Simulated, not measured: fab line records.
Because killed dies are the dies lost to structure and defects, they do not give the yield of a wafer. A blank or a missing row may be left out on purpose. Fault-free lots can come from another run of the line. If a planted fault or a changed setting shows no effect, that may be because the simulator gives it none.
3 desks looking at one fault | flow n5Finfet | what lay behind the numbers comes last; until then each desk has only its own

== THE DEFECT DESK ==
Lot by lot, what the route's inspections counted, given as the mean of those sampled wafers with a number. Marked OUT: a lot whose mean sits more than 4 standard deviations from the usual mean, which makes it out of limits; the brackets give that distance.
Columns: A = rawDefectCount at N5_BEOL_M4_INSPECT_30, usual 420
lot  | first seen here | A
L272 | day 9 02:52     | 407
L271 | day 9 03:03     | 420
L274 | day 9 23:44     | 462
L278 | day 11 04:20    | 407
L287 | day 13 00:58    | 472
L289 | day 14 03:34    | 384
Finding of this desk: none of the 6 lots has anything out of limits.

== THE METROLOGY DESK ==
Means of the sampled wafers that have a number, per lot and without regard to the tool the lot ran on: this is what the gauges read. Marked OUT: a lot whose mean sits more than 4 standard deviations from the usual mean, which makes it out of limits; the brackets give that distance. Shown here are 7 of its 12 readings, the ones lying furthest out on some lot.
Columns: A = cdNm at N5_BEOL_M4_CD_MEAS_28, usual 26.23 nm; B = IOFF_P at N5_BEOL_M4_RC_MEAS_101, usual 0.22 nA/um; C = ION_N at N5_BEOL_M4_RC_MEAS_101, usual 672 uA/um; D = ION_P at N5_BEOL_M4_RC_MEAS_101, usual 462 uA/um; E = SS_P at N5_BEOL_M4_RC_MEAS_101, usual 73.5 mV/dec; F = VT_N at N5_BEOL_M4_RC_MEAS_101, usual 250 mV; G = VT_P at N5_BEOL_M4_RC_MEAS_101, usual -250 mV
lot  | first seen here | A     | B    | C   | D   | E    | F   | G
L272 | day 9 02:47     | 26.17 | 0.17 | 645 | 445 | 72.9 | 256 | -256
L271 | day 9 02:58     | 26.24 | 0.22 | 677 | 467 | 73.5 | 251 | -250
L274 | day 9 23:38     | 26.30 | 0.23 | 686 | 468 | 74.2 | 250 | -248
L278 | day 11 04:15    | 25.92 | 0.21 | 666 | 454 | 73.9 | 252 | -252
L287 | day 13 00:53    | 26.35 | 0.20 | 672 | 463 | 73.1 | 251 | -251
L289 | day 14 03:28    | 26.50 | 0.23 | 675 | 463 | 72.6 | 250 | -250
Finding of this desk: none of the 6 lots has anything out of limits.

== TOOL OWNER'S DESK, rieDiel-02 ==
The tool's own readings at N5_BEOL_M4_VIA_ETCH_34 (etches the open film in C4F6/O2, target depth 69.4 nm, time 65.9 s): means of the sampled wafers that have a number, for each lot that ran on this tool. Marked OUT: a lot whose mean sits more than 4 standard deviations from the usual mean, which makes it out of limits; the brackets give that distance.
Columns: A = biasW at N5_BEOL_M4_VIA_ETCH_34, usual 170.0 W; B = drypumpMotorCurrentA at N5_BEOL_M4_VIA_ETCH_34, usual 5.7 A; C = oesProductAu at N5_BEOL_M4_VIA_ETCH_34, usual 0.75 a.u.; D = rfVppV at N5_BEOL_M4_VIA_ETCH_34, usual 668 V; E = showerheadPlenumPTorr at N5_BEOL_M4_VIA_ETCH_34, usual 2.86 Torr; F = throttleValvePct at N5_BEOL_M4_VIA_ETCH_34, usual 30.77 %
lot  | first seen here | A     | B   | C    | D   | E    | F
L271 | day 9 16:50     | 169.9 | 5.5 | 0.69 | 669 | 2.87 | 30.70
L274 | day 10 05:52    | 170.4 | 5.3 | 0.99 | 673 | 2.85 | 30.74
L278 | day 11 13:11    | 169.6 | 5.8 | 1.01 | 671 | 2.97 | 30.72
Finding of this desk: none of the 3 lots has anything out of limits.

== PUT TOGETHER ==
No out-of-limits result turned up at the defect desk.
At the metrology desk, nothing out of limits was observed.
Nothing out of limits was seen by the tool owner's desk.

== WHAT THE SIMULATOR PUT IN ==
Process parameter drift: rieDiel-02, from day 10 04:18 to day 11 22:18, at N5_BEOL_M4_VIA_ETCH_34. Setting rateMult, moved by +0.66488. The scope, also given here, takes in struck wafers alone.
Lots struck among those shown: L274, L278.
